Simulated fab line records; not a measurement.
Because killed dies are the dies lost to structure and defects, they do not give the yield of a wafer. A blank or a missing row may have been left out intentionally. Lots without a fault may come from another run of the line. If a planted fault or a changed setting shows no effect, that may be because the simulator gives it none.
fab line records	flow n5-finfet
record: lots: 11	wafers: 33	last-day: 19
route steps=1938 shown BEOL_M4@1022 PASSIVATION@1936
lots untouched by any fault: they come from a run of this same line in which no faults occurred
start-h: hours from the record's opening day to when the first of the lot's shown wafers began	wait-h: hours since the lot's step before	" unchanged from the row above	L1.1+2: a row that stands for several wafers	- no value, or no start was given	* or withheld: withheld	< > ~ a bound
route shown NAME@n: a module of which the file shows steps, and the number in the route of the first	usual: mean and standard deviation over wafers with no fault	same: alike in all rows	chamber/n: place in a boat	sites: each site's reading	_std_site: how widely they spread, as a standard deviation	_edge_site: outer sites' mean less inner sites'	radius-mm: how far each site lies from the wafer's centre	mask NAME#n: copy n	behind: the tool/chamber that last shaped the wafer	hold: why the lot was held/for how many hours/how that ended	device: which transistor (n, p or np) failed to switch	end of line: at the end of the route, the tests of the same wafers	a step with no rows: only its recipe	killed: not the wafer's yield, but the dies lost to structure and defects at the first sort	map: a wafer's dies, x killed, . not, _ none there
set.NAME: setting as actually run; set.NAME@STEP: the setting as run at that earlier step	model.NAME: the simulator's own value behind a step, which no gauge read
the route's steps for a sample of lots (tables are steps, rows are wafers)
services: from which hour (start-h, from the record's first day; less than 0 if before it) a tool's chamber was out of use, for how many hours, and why
== steps ==
step: N5_BEOL_M4_THK_MEAS_01
recipe: reads: SiOC_of_BEOL_M4_ILD_DEP_00
usual: M4_ILD_THK: 79.3/1
lot.wafer	tool	chamber	start-h	wait-h	M4_ILD_THK[nm]
L917.2	film-metro-01	-	189.15	0.1	78.5
L917.4	"	-	"	"	80.0
L917.6	"	-	"	"	80.3
L923.3	film-metro-01	-	204.30	0.1	78.6
L923.5	"	-	"	"	80.4
L923.6	"	-	"	"	79.8
L924.1	film-metro-02	-	212.20	0.0	79.3
L924.3	"	-	"	"	79.7
L924.4	"	-	"	"	79.9
L926.1	film-metro-02	-	237.79	0.0	78.8
L926.3	"	-	"	"	79.2
L926.4	"	-	"	"	80.0
L927.2	film-metro-02	-	250.15	0.1	78.1
L927.4	"	-	"	"	79.5
L927.5	"	-	"	"	79.1
L928.1	film-metro-01	-	262.76	0.0	78.4
L928.2	"	-	"	"	78.9
L928.3	"	-	"	"	77.9
L930.1	film-metro-02	-	264.55	0.0	78.8
L930.3	"	-	"	"	78.7
L930.4	"	-	"	"	80.7
L934.2	film-metro-02	-	279.66	0.1	77.8
L934.3	"	-	"	"	78.6
L934.5	"	-	"	"	78.8
L935.1	film-metro-02	-	311.18	0.0	79.1
L935.2	"	-	"	"	78.8
L935.6	"	-	"	"	80.6
L936.2	film-metro-01	-	312.76	0.1	80.2
L936.5	"	-	"	"	81.8
L936.6	"	-	"	"	82.2
L938.1	film-metro-01	-	323.57	0.0	77.0
L938.2	"	-	"	"	78.4
L938.6	"	-	"	"	80.1
step: N5_BEOL_M4_CD_MEAS_11
recipe: target-cd-nm: 16.79	landing-energy-ev: 500	detector: se-inlens	polarity: opening
usual: cd-nm: 16.71/0.24
same: landing-energy-ev: 500
lot.wafer	tool	chamber	start-h	wait-h	cd-nm
L917.2	cd-sem-03	0	190.15	-	16.79
L917.4	"	0	"	"	16.77
L917.6	"	0	"	"	16.63
L923.3	cd-sem-03	0	205.68	-	16.54
L923.5	"	0	"	"	16.67
L923.6	"	0	"	"	16.70
L924.1	cd-sem-03	0	215.12	-	16.53
L924.3	"	0	"	"	16.82
L924.4	"	0	"	"	17.10
L926.1	cd-sem-01	0	240.66	-	16.53
L926.3	"	0	"	"	16.50
L926.4	"	0	"	"	16.21
L927.2	cd-sem-03	0	251.49	-	16.69
L927.4	"	0	"	"	16.13
L927.5	"	0	"	"	16.61
L928.1	cd-sem-02	0	264.27	-	16.75
L928.2	"	0	"	"	16.73
L928.3	"	0	"	"	16.77
L930.1	cd-sem-01	0	265.68	-	16.77
L930.3	"	0	"	"	16.85
L930.4	"	0	"	"	16.52
L934.2	cd-sem-02	0	281.62	-	16.83
L934.3	"	0	"	"	17.25
L934.5	"	0	"	"	16.93
L935.1	cd-sem-01	0	312.19	-	16.42
L935.2	"	0	"	"	16.42
L935.6	"	0	"	"	16.42
L936.2	cd-sem-03	0	313.99	-	16.58
L936.5	"	0	"	"	16.54
L936.6	"	0	"	"	16.64
L938.1	cd-sem-01	0	324.38	-	16.89
L938.2	"	0	"	"	17.08
L938.6	"	0	"	"	16.83
step: N5_BEOL_M4_COAT_22
recipe: resist: CAR-EUV	spin-rpm: 1500	resist-thk-nm: 30
usual: exhaust-pa: 44.9/0.91	spin-speed-rpm: 1500.0/0.9
lot.wafer	tool	chamber	start-h	wait-h	exhaust-pa	spin-speed-rpm
L917.2	litho-track-05	0	190.82	-	46.4	1499.6
L917.4	"	0	"	"	44.6	1499.9
L917.6	"	0	"	"	45.1	1499.7
L923.3	litho-track-04	0	206.28	-	44.9	1498.7
L923.5	"	0	"	"	44.0	1500.4
L923.6	"	0	"	"	44.1	1500.2
L924.1	litho-track-04	0	215.81	-	44.8	1500.2
L924.3	"	0	"	"	43.9	1499.2
L924.4	"	0	"	"	45.0	1500.9
L926.1	litho-track-04	0	241.26	-	46.0	1606.3
L926.3	"	0	"	"	45.0	1606.0
L926.4	"	0	"	"	46.0	1604.8
L927.2	litho-track-04	0	252.10	-	47.3	1606.0
L927.4	"	0	"	"	44.7	1606.8
L927.5	"	0	"	"	44.7	1605.5
L928.1	litho-track-04	0	265.13	-	44.7	1607.7
L928.2	"	0	"	"	43.9	1607.6
L928.3	"	0	"	"	44.5	1606.2
L930.1	litho-track-05	0	266.28	-	45.1	1500.8
L930.3	"	0	"	"	45.0	1500.3
L930.4	"	0	"	"	45.3	1499.7
L934.2	litho-track-03	0	282.34	-	44.6	1499.6
L934.3	"	0	"	"	45.8	1500.3
L934.5	"	0	"	"	44.0	1498.4
L935.1	litho-track-05	0	312.82	-	44.2	1500.2
L935.2	"	0	"	"	43.9	1499.8
L935.6	"	0	"	"	43.8	1499.6
L936.2	litho-track-03	0	314.87	-	44.2	1500.5
L936.5	"	0	"	"	43.8	1500.4
L936.6	"	0	"	"	44.1	1500.3
L938.1	litho-track-04	0	324.98	-	45.0	1500.4
L938.2	"	0	"	"	44.5	1500.2
L938.6	"	0	"	"	43.6	1500.7
step: N5_BEOL_M4_OVL_MEAS_29
recipe: points-per-wafer: 522
usual: V3_OVL: -0.1/0.63
lot.wafer	tool	chamber	start-h	wait-h	V3_OVL[nm]
L917.2	overlay-02	0	191.13	0.0	0.5
L917.4	"	0	"	"	0.9
L917.6	"	0	"	"	0.3
L923.3	overlay-02	0	206.72	0.0	-1.2
L923.5	"	0	"	"	0.2
L923.6	"	0	"	"	-0.2
L924.1	overlay-02	0	216.24	0.0	-1.1
L924.3	"	0	"	"	0.0
L924.4	"	0	"	"	0.4
L926.1	overlay-01	0	241.57	0.0	-1.0
L926.3	"	0	"	"	0.5
L926.4	"	0	"	"	0.2
L927.2	overlay-02	0	252.53	0.0	-0.5
L927.4	"	0	"	"	-0.7
L927.5	"	0	"	"	-1.2
L928.1	overlay-01	0	265.44	0.0	0.5
L928.2	"	0	"	"	0.8
L928.3	"	0	"	"	-0.9
L930.1	overlay-02	0	266.58	0.0	-0.5
L930.3	"	0	"	"	-1.1
L930.4	"	0	"	"	-0.4
L934.2	overlay-02	0	282.69	0.0	-0.7
L934.3	"	0	"	"	-0.9
L934.5	"	0	"	"	-0.4
L935.1	overlay-01	0	313.13	0.0	-0.6
L935.2	"	0	"	"	0.7
L935.6	"	0	"	"	0.0
L936.2	overlay-01	0	315.30	0.0	0.2
L936.5	"	0	"	"	1.1
L936.6	"	0	"	"	0.6
L938.1	overlay-01	0	325.31	0.0	0.1
L938.2	"	0	"	"	1.2
L938.6	"	0	"	"	0.6
step: N5_BEOL_M4_RC_MEAS_101
usual: DIBL_N: 36.4/1.9	DIBL_P: 35.8/2.1	IOFF_N: 0.158/0.029	IOFF_P: 0.21/0.035	ION_N: 676/14	ION_P: 465/9.7	SS_N: 71.5/0.66	SS_P: 73.4/0.7	VT_N: 249.8/3	VT_P: -250/3.3
lot.wafer	tool	chamber	start-h	wait-h	DIBL_N[mV/V]	DIBL_P[mV/V]	IOFF_N[nA/um]	IOFF_P[nA/um]	ION_N[uA/um]	ION_P[uA/um]	SS_N[mV/dec]	SS_P[mV/dec]	VT_N[mV]	VT_P[mV]
L917.2	prober-01	0	203.42	0.7	34.4	34.7	0.131	0.20	649	451	71.3	73.2	250.7	-249
L917.4	"	0	"	"	33.5	33.8	0.116	0.19	652	456	70.9	73.1	254.2	-249
L917.6	"	0	"	"	34.8	35.7	0.143	0.22	674	473	71.7	73.1	250.6	-248
L923.3	prober-01	0	233.73	0.3	37.8	37.2	0.177	0.26	676	473	71.2	73.9	248.1	-248
L923.5	"	0	"	"	37.5	37.2	0.171	0.26	676	471	71.5	74.0	248.2	-246
L923.6	"	0	"	"	35.5	34.2	0.135	0.20	667	465	70.9	73.1	252.9	-250
L924.1	prober-02	0	242.22	0.0	36.7	36.4	0.161	0.22	684	468	72.4	73.9	250.9	-247
L924.3	"	0	"	"	33.3	32.6	0.110	0.17	675	465	70.9	72.2	255.0	-251
L924.4	"	0	"	"	37.8	36.6	0.167	0.23	667	461	72.5	73.8	252.5	-246
L926.1	prober-01	0	251.12	0.0	37.8	36.9	0.182	0.23	700	476	72.1	74.9	248.2	-247
L926.3	"	0	"	"	34.9	32.9	0.128	0.16	675	465	71.0	72.7	252.3	-255
L926.4	"	0	"	"	35.2	33.9	0.140	0.19	663	458	71.0	73.7	253.5	-253
L927.2	prober-01	0	261.57	0.2	38.9	37.3	0.190	0.27	707	484	71.1	73.9	243.9	-243
L927.4	"	0	"	"	38.0	35.8	0.161	0.22	687	470	71.3	73.3	248.4	-249
L927.5	"	0	"	"	41.7	40.5	0.228	0.31	708	482	72.0	74.9	242.3	-244
L928.1	prober-02	0	276.91	0.0	38.2	38.0	0.187	0.21	678	465	72.9	73.3	248.1	-250
L928.2	"	0	"	"	33.7	33.5	0.113	0.15	663	456	70.5	71.4	253.5	-253
L928.3	"	0	"	"	36.4	36.1	0.148	0.18	675	452	71.4	73.2	250.3	-253
L930.1	prober-01	0	282.14	0.0	36.4	36.5	0.190	0.23	687	469	71.2	73.5	245.3	-252
L930.3	"	0	"	"	36.7	37.1	0.190	0.23	686	462	71.8	73.0	244.6	-249
L930.4	"	0	"	"	36.3	34.9	0.168	0.19	662	455	71.9	72.3	247.2	-251
L934.2	prober-02	0	306.54	0.3	35.8	34.8	0.155	0.21	671	469	71.1	73.4	250.0	-249
L934.3	"	0	"	"	35.2	34.1	0.142	0.19	666	459	71.3	73.4	251.1	-248
L934.5	"	0	"	"	34.1	31.6	0.117	0.16	656	448	71.0	72.0	250.5	-251
L935.1	prober-02	0	324.59	0.0	37.4	37.4	0.166	0.20	686	465	72.2	73.7	249.1	-254
L935.2	"	0	"	"	34.5	32.9	0.117	0.15	664	452	71.0	72.8	253.6	-256
L935.6	"	0	"	"	38.1	38.2	0.185	0.22	688	465	71.3	73.6	248.7	-253
L936.2	prober-02	0	329.41	0.2	38.4	37.8	0.196	0.23	676	461	72.1	73.7	247.2	-247
L936.5	"	0	"	"	35.8	33.4	0.134	0.17	666	454	70.3	72.7	250.9	-251
L936.6	"	0	"	"	39.0	37.1	0.208	0.23	665	457	72.7	73.9	247.2	-250
L938.1	prober-02	0	334.96	0.0	37.2	37.9	0.162	0.22	671	459	72.3	73.8	250.7	-250
L938.2	"	0	"	"	35.6	36.8	0.142	0.20	679	464	71.2	72.9	250.5	-249
L938.6	"	0	"	"	36.6	37.2	0.151	0.22	670	461	71.8	73.7	252.0	-248
step: N5_PASSIVATION_PROBE_49
usual: defect-limited-yield: 91.3/1.3	killed_at_M0_to_M3: 34/9.1	killed_at_M4_up: 14/5.6	killed-at-contacts: 13/5.9	killed-at-front-end: 39/11	killed-at-other: 3.6/3	killed-dies: 102/16	killed-open: 68/12	killed-short: 33/7.3	sort_bin_5_function: 5.2/0.89	sort_bin_6_memory: 3.2/0.68	sort_bin_8_speed: 0.00/0.027	sort-n-pass: 1078/16
same: gross-dies: 1180	killed-at-back-side: 0	sort_bin_4_leakage[%]: 0
lot.wafer	tool	chamber	start-h	wait-h	defect-limited-yield[%]	killed_at_M0_to_M3	killed_at_M4_up	killed-at-contacts	killed-at-front-end	killed-at-other	killed-dies	killed-open	killed-short	sort_bin_5_function[%]	sort_bin_6_memory[%]	sort_bin_8_speed[%]	sort-n-pass
L917.2	prober-02	-	304.23	0.1	90.0	35	16	19	40	8	118	77	38	5.4	4.3	0.08	1061
L917.4	prober-02	-	304.33	0.2	89.2	46	8	28	39	7	128	90	36	6.6	3.8	0	1052
L917.6	prober-02	-	304.43	0.3	89.2	42	14	17	49	5	127	93	34	6.9	3.7	0	1053
L923.3	prober-01	-	334.15	0.1	92.3	30	12	4	39	6	91	52	38	4.4	3.1	0	1089
L923.5	prober-01	-	334.25	0.2	90.3	32	17	17	48	1	115	76	39	5.0	4.2	0	1065
L923.6	prober-01	-	334.30	0.3	93.5	27	14	4	32	0	77	56	21	3.9	2.5	0	1103
L924.1	prober-01	-	347.27	0.0	89.6	43	13	5	54	8	123	87	36	7.2	3.1	0	1057
L924.3	prober-01	-	347.37	0.1	90.0	58	13	10	30	7	118	79	39	5.8	4.1	0	1062
L924.4	prober-01	-	347.42	0.2	91.8	46	13	9	26	3	97	60	37	4.3	3.8	0	1083
L926.1	prober-02	-	357.19	0.0	91.2	37	9	17	37	4	104	76	24	6.3	2.1	0.17	1076
L926.3	prober-02	-	357.29	0.1	92.0	30	17	12	34	1	94	68	21	5.2	2.2	0	1086
L926.4	prober-02	-	357.34	0.2	91.9	27	15	5	45	3	95	65	29	4.7	3.3	0	1085
L927.2	prober-01	-	368.37	0.1	91.1	29	18	15	42	1	105	67	36	6.1	2.5	0	1075
L927.4	prober-01	-	368.47	0.2	89.2	32	34	15	45	2	128	86	33	6.5	3.5	0	1052
L927.5	prober-01	-	368.52	0.2	90.1	25	28	27	34	3	117	87	29	6.0	3.6	0	1063
L928.1	prober-02	-	381.00	0.0	92.1	33	18	8	30	4	93	61	32	4.6	3.1	0	1087
L928.2	prober-02	-	381.05	0.1	93.4	32	9	4	29	4	78	45	33	4.1	2.4	0	1102
L928.3	prober-02	-	381.10	0.1	90.5	45	19	10	33	5	112	77	33	5.8	3.5	0	1068
L930.1	prober-01	-	397.93	0.0	90.7	53	21	4	30	2	110	70	39	5.4	3.4	0	1070
L930.3	prober-01	-	398.03	0.1	90.1	57	15	14	31	0	117	85	31	5.5	4.0	0	1063
L930.4	prober-01	-	398.08	0.2	90.7	42	18	12	29	9	110	79	28	5.8	3.1	0	1070
L934.2	prober-02	-	417.43	0.1	90.8	38	25	14	31	1	109	75	32	6.8	2.2	0	1071
L934.3	prober-02	-	417.48	0.1	92.2	31	8	10	41	2	92	54	38	4.9	2.6	0	1088
L934.5	prober-02	-	417.58	0.2	92.4	39	15	6	29	1	90	47	41	4.3	3.0	0	1090
L936.2	prober-02	-	439.32	0.1	91.6	49	7	13	27	3	99	73	24	4.4	3.8	0	1081
L936.5	prober-02	-	439.47	0.2	92.4	23	11	15	38	3	90	68	21	4.9	2.5	0	1090
L936.6	prober-02	-	439.52	0.3	92.2	27	7	28	23	7	92	59	33	4.5	3.0	0	1088
L935.1	prober-01	-	439.81	0.0	91.5	14	17	15	51	3	100	62	38	5.2	3.1	0	1080
L935.2	prober-01	-	439.86	0.1	91.5	26	10	12	51	1	100	42	56	5.3	2.5	0	1080
L935.6	prober-01	-	440.06	0.3	93.0	19	18	17	28	1	83	53	28	3.7	3.1	0	1097
L938.1	prober-01	-	450.94	0.0	90.5	29	16	12	45	10	112	66	45	5.7	3.6	0	1068
L938.2	prober-01	-	450.99	0.1	90.8	30	18	13	45	2	108	66	37	5.5	3.2	0	1072
L938.6	prober-01	-	451.19	0.3	90.7	41	11	11	40	7	110	80	29	5.1	3.8	0	1070
killed by level:class
L917.2 MOL_CONTACT_COAG:geometric-particle:open=12 STI_FIN_REVEAL:geometric-particle:open=9 BEOL_M3:geometric-particle:open=8 MOL_CONTACT_COAG:geometric-particle:short=7 DUMMY_GATE:geometric-particle:open=6 BEOL_M1:geometric-particle:open=6 FIN_SAQP:geometric-particle:short=5 BEOL_M0_SAQP:geometric-particle:open=5
L917.4 MOL_CONTACT_COAG:geometric-particle:open=25 BEOL_M0_SAQP:geometric-particle:open=12 BEOL_M1:geometric-particle:open=8 BEOL_M0_SAQP:geometric-particle:short=7 BEOL_M2:geometric-particle:open=7 BEOL_M3:geometric-particle:open=6 FIN_SAQP:geometric-particle:open=5 STARTING-WAFER:geometric-particle:open=4
L917.6 STI_FIN_REVEAL:geometric-particle:open=20 BEOL_M3:geometric-particle:open=15 MOL_CONTACT_COAG:geometric-particle:open=15 FIN_SAQP:geometric-particle:open=7 BEOL_M0_SAQP:geometric-particle:open=7 BEOL_M4:geometric-particle:open=7 DUMMY_GATE:geometric-particle:open=6 BEOL_M0_SAQP:geometric-particle:short=5
L923.3 STI_FIN_REVEAL:geometric-particle:open=16 BEOL_M0_SAQP:geometric-particle:short=12 BEOL_M0_SAQP:geometric-particle:open=6 BEOL_M2:geometric-particle:open=6 STI_FIN_REVEAL:geometric-particle:short=4 GATE_CUT:geometric-particle:short=4 MOL_CONTACT_COAG:geometric-particle:open=4 BEOL_M2:geometric-particle:short=4
L923.5 STI_FIN_REVEAL:geometric-particle:open=15 MOL_CONTACT_COAG:geometric-particle:open=15 BEOL_M0_SAQP:geometric-particle:open=11 STI_FIN_REVEAL:geometric-particle:short=7 BEOL_M2:geometric-particle:short=7 FIN_SAQP:geometric-particle:open=6 BEOL_M2:geometric-particle:open=6 BEOL_M5:geometric-particle:open=5
L923.6 STI_FIN_REVEAL:geometric-particle:open=15 BEOL_M0_SAQP:geometric-particle:short=11 DUMMY_GATE:geometric-particle:open=8 BEOL_M4:geometric-particle:open=6 BEOL_M2:geometric-particle:open=4 MOL_CONTACT_COAG:geometric-particle:open=4 BEOL_M0_SAQP:geometric-particle:open=4 BEOL_M6:geometric-particle:open=3
L924.1 FIN_SAQP:geometric-particle:open=15 FIN_SAQP:geometric-particle:short=15 BEOL_M2:geometric-particle:open=13 BEOL_M3:geometric-particle:open=9 DUMMY_GATE:geometric-particle:open=7 BEOL_M0_SAQP:geometric-particle:open=7 BEOL_M4:geometric-particle:open=6 MOL_CONTACT_COAG:geometric-particle:open=5
L924.3 BEOL_M0_SAQP:geometric-particle:short=14 BEOL_M1:geometric-particle:open=13 BEOL_M0_SAQP:geometric-particle:open=10 MOL_CONTACT_COAG:geometric-particle:open=8 STI_FIN_REVEAL:geometric-particle:open=7 BEOL_M3:geometric-particle:open=7 BEOL_M4:geometric-particle:open=5 BEOL_M2:geometric-particle:open=5
L924.4 FIN_SAQP:geometric-particle:open=8 BEOL_M1:geometric-particle:open=8 BEOL_M0_SAQP:geometric-particle:open=8 BEOL_M0_SAQP:geometric-particle:short=8 BEOL_M2:geometric-particle:open=7 MOL_CONTACT_COAG:geometric-particle:open=6 BEOL_M0:geometric-particle:short=5 BEOL_M1:geometric-particle:short=4
L926.1 MOL_CONTACT_COAG:geometric-particle:open=14 BEOL_M2:geometric-particle:open=9 FIN_SAQP:geometric-particle:open=7 FIN_SAQP:geometric-particle:short=6 STI_FIN_REVEAL:geometric-particle:open=6 BEOL_M3:geometric-particle:open=6 BEOL_M0_SAQP:geometric-particle:open=6 BEOL_M4:geometric-particle:open=6
L926.3 BEOL_M2:geometric-particle:open=14 BEOL_M4:geometric-particle:open=11 MOL_CONTACT_COAG:geometric-particle:open=11 BEOL_M3:geometric-particle:open=8 STARTING-WAFER:geometric-particle:open=6 FIN_SAQP:geometric-particle:open=5 BEOL_M3:geometric-particle:short=4 HKMG_FIN:area-etch=4
L926.4 FIN_SAQP:geometric-particle:open=12 BEOL_M4:geometric-particle:open=8 BEOL_M2:geometric-particle:open=8 FIN_SAQP:geometric-particle:short=6 GATE_CUT:geometric-particle:short=6 MOL_CONTACT_COAG:geometric-particle:open=5 BEOL_M8:geometric-particle:open=5 STARTING-WAFER:geometric-particle:open=5
L927.2 FIN_SAQP:geometric-particle:open=14 MOL_CONTACT_COAG:geometric-particle:open=8 BEOL_M3:geometric-particle:open=7 MOL_CONTACT_COAG:geometric-particle:short=7 BEOL_M4:geometric-particle:open=7 FIN_SAQP:geometric-particle:short=6 STI_FIN_REVEAL:geometric-particle:open=5 BEOL_M2:geometric-particle:open=5
L927.4 BEOL_M4:geometric-particle:open=21 MOL_CONTACT_COAG:geometric-particle:open=13 BEOL_M0_SAQP:geometric-particle:short=10 FIN_SAQP:geometric-particle:open=9 STI_FIN_REVEAL:geometric-particle:open=9 HKMG_FIN:area-etch=8 BEOL_M4:geometric-particle:short=7 BEOL_M3:geometric-particle:open=6
L927.5 MOL_CONTACT_COAG:geometric-particle:open=22 BEOL_M4:geometric-particle:open=19 FIN_SAQP:geometric-particle:open=12 FIN_SAQP:geometric-particle:short=10 BEOL_M0_SAQP:geometric-particle:open=6 BEOL_M2:geometric-particle:open=6 STI_FIN_REVEAL:geometric-particle:open=5 MOL_CONTACT_COAG:geometric-particle:short=5
L928.1 BEOL_M2:geometric-particle:open=15 BEOL_M4:geometric-particle:open=8 FIN_SAQP:geometric-particle:open=6 STI_FIN_REVEAL:geometric-particle:open=6 BEOL_M3:geometric-particle:open=6 MOL_CONTACT_COAG:geometric-particle:open=5 BEOL_M4:geometric-particle:short=5 FIN_SAQP:geometric-particle:short=4
L928.2 BEOL_M2:geometric-particle:open=8 GATE_CUT:geometric-particle:short=6 BEOL_M0_SAQP:geometric-particle:short=6 BEOL_M3:geometric-particle:open=6 FIN_SAQP:geometric-particle:short=5 BEOL_M0_SAQP:geometric-particle:open=5 FIN_SAQP:geometric-particle:open=4 BEOL_M4:geometric-particle:open=4
L928.3 BEOL_M3:geometric-particle:open=14 MOL_CONTACT_COAG:geometric-particle:open=9 BEOL_M4:geometric-particle:open=9 STI_FIN_REVEAL:geometric-particle:open=7 BEOL_M2:geometric-particle:open=7 BEOL_M4:geometric-particle:short=7 FIN_SAQP:geometric-particle:open=6 FIN_SAQP:geometric-particle:short=5
L930.1 BEOL_M0_SAQP:geometric-particle:open=17 BEOL_M0_SAQP:geometric-particle:short=14 BEOL_M4:geometric-particle:open=13 FIN_SAQP:geometric-particle:open=6 FIN_SAQP:geometric-particle:short=6 BEOL_M2:geometric-particle:open=6 BEOL_M1:geometric-particle:open=4 BEOL_M2:geometric-particle:short=4
L930.3 BEOL_M0_SAQP:geometric-particle:open=23 BEOL_M2:geometric-particle:open=12 MOL_CONTACT_COAG:geometric-particle:open=11 BEOL_M4:geometric-particle:open=9 BEOL_M0_SAQP:geometric-particle:short=8 STI_FIN_REVEAL:geometric-particle:open=7 BEOL_M3:geometric-particle:open=6 DUMMY_GATE:geometric-particle:open=5
L930.4 BEOL_M0_SAQP:geometric-particle:open=14 MOL_CONTACT_COAG:geometric-particle:open=12 BEOL_M4:geometric-particle:open=11 BEOL_M2:geometric-particle:open=8 BEOL_M3:geometric-particle:open=6 STI_FIN_REVEAL:geometric-particle:open=4 BEOL_M0_SAQP:geometric-particle:short=4 FIN_SAQP:geometric-particle:open=3
L934.2 MOL_CONTACT_COAG:geometric-particle:open=10 BEOL_M2:geometric-particle:open=10 BEOL_M0_SAQP:geometric-particle:open=9 FIN_SAQP:geometric-particle:open=7 BEOL_M0_SAQP:geometric-particle:short=6 BEOL_M3:geometric-particle:open=6 DUMMY_GATE:geometric-particle:open=5 GATE_CUT:geometric-particle:short=5
L934.3 FIN_SAQP:geometric-particle:short=9 FIN_SAQP:geometric-particle:open=9 MOL_CONTACT_COAG:geometric-particle:open=9 BEOL_M0_SAQP:geometric-particle:short=7 BEOL_M0_SAQP:geometric-particle:open=7 DUMMY_GATE:geometric-particle:open=5 BEOL_M2:geometric-particle:open=5 BEOL_M3:geometric-particle:open=5
L934.5 BEOL_M0_SAQP:geometric-particle:short=11 BEOL_M0_SAQP:geometric-particle:open=8 GATE_CUT:geometric-particle:short=7 BEOL_M1:geometric-particle:short=7 BEOL_M3:geometric-particle:open=7 FIN_SAQP:geometric-particle:short=5 MOL_CONTACT_COAG:geometric-particle:open=5 BEOL_M2:geometric-particle:open=5
L936.2 BEOL_M2:geometric-particle:open=18 BEOL_M3:geometric-particle:open=13 MOL_CONTACT_COAG:geometric-particle:open=12 STI_FIN_REVEAL:geometric-particle:open=8 FIN_SAQP:geometric-particle:short=7 BEOL_M0_SAQP:geometric-particle:open=6 BEOL_M1:geometric-particle:open=4 BEOL_M3:geometric-particle:short=4
L936.5 MOL_CONTACT_COAG:geometric-particle:open=13 FIN_SAQP:geometric-particle:open=10 STI_FIN_REVEAL:geometric-particle:open=7 BEOL_M4:geometric-particle:open=6 BEOL_M1:geometric-particle:open=6 FIN_SAQP:geometric-particle:short=5 ILD0:geometric-particle:open=4 BEOL_M0_SAQP:geometric-particle:open=4
L936.6 MOL_CONTACT_COAG:geometric-particle:open=24 BEOL_M3:geometric-particle:open=8 BEOL_M0_SAQP:geometric-particle:short=5 FIN_SAQP:geometric-particle:open=4 ILD0:geometric-particle:open=4 MOL_CONTACT_COAG:geometric-particle:short=4 BEOL_M1:geometric-particle:open=4 STARTING-WAFER:geometric-particle:short=4
L935.1 FIN_SAQP:geometric-particle:short=18 MOL_CONTACT_COAG:geometric-particle:open=12 FIN_SAQP:geometric-particle:open=11 BEOL_M5:geometric-particle:open=8 GATE_CUT:geometric-particle:open=5 BEOL_M1:geometric-particle:open=4 STI_FIN_REVEAL:geometric-particle:open=4 GATE_CUT:geometric-particle:short=4
L935.2 FIN_SAQP:geometric-particle:short=24 MOL_CONTACT_COAG:geometric-particle:short=12 FIN_SAQP:geometric-particle:open=8 BEOL_M1:geometric-particle:open=8 BEOL_M0_SAQP:geometric-particle:short=6 BEOL_M0_SAQP:geometric-particle:open=4 BEOL_M5:geometric-particle:open=4 STI_FIN_REVEAL:geometric-particle:short=3
L935.6 MOL_CONTACT_COAG:geometric-particle:open=11 BEOL_M5:geometric-particle:open=10 FIN_SAQP:geometric-particle:short=9 BEOL_M0_SAQP:geometric-particle:open=5 MOL_CONTACT_COAG:geometric-particle:short=5 BEOL_M0_SAQP:geometric-particle:short=5 BEOL_M1:geometric-particle:open=4 STARTING-WAFER:geometric-particle:short=4
L938.1 GATE_CUT:geometric-particle:short=9 MOL_CONTACT_COAG:geometric-particle:open=9 STI_FIN_REVEAL:geometric-particle:open=8 FIN_SAQP:geometric-particle:short=7 BEOL_M3:geometric-particle:open=7 BEOL_M0_SAQP:geometric-particle:short=7 BEOL_M4:geometric-particle:open=7 DUMMY_GATE:geometric-particle:open=5
L938.2 BEOL_M4:geometric-particle:open=10 STI_FIN_REVEAL:geometric-particle:open=9 BEOL_M0_SAQP:geometric-particle:short=9 FIN_SAQP:geometric-particle:open=7 GATE_CUT:geometric-particle:short=7 MOL_CONTACT_COAG:geometric-particle:open=7 GATE_CUT:geometric-particle:open=6 MOL_CONTACT_COAG:geometric-particle:short=6
L938.6 BEOL_M0_SAQP:geometric-particle:open=11 MOL_CONTACT_COAG:geometric-particle:open=10 BEOL_M3:geometric-particle:open=10 FIN_SAQP:geometric-particle:open=8 STI_FIN_REVEAL:geometric-particle:open=8 GATE_CUT:geometric-particle:short=8 BEOL_M2:geometric-particle:open=5 GATE_CUT:geometric-particle:open=4
== services ==
tool	chamber	start-h	hours	kind
litho-track-04	-	212.01	-	consumable-replace:filter
litho-track-04	-	220.49	-	consumable-replace:filter
== key ==
first-sign: step: N5_BEOL_M4_COAT_22	reading: spin-speed-rpm	direction: up	sigmas: 99+	usual: *	struck: *
effect none on later readings
met-at N5_BEOL_M4_COAT_22
struck-lots L926,L927,L928
not-acting-at N5_BEOL_M4_THK_MEAS_01,N5_BEOL_M4_CD_MEAS_11,N5_BEOL_M4_OVL_MEAS_29
onset-between 215.81 241.26
fault: kind: process-parameter-drift	tool: litho-track-04	chamber: -	onset-h: 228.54	steps: N5_BEOL_M4_COAT_22	channel: spin-rpm	offset: *	shape: step	end-h: 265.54	acts-in: *	stated: *
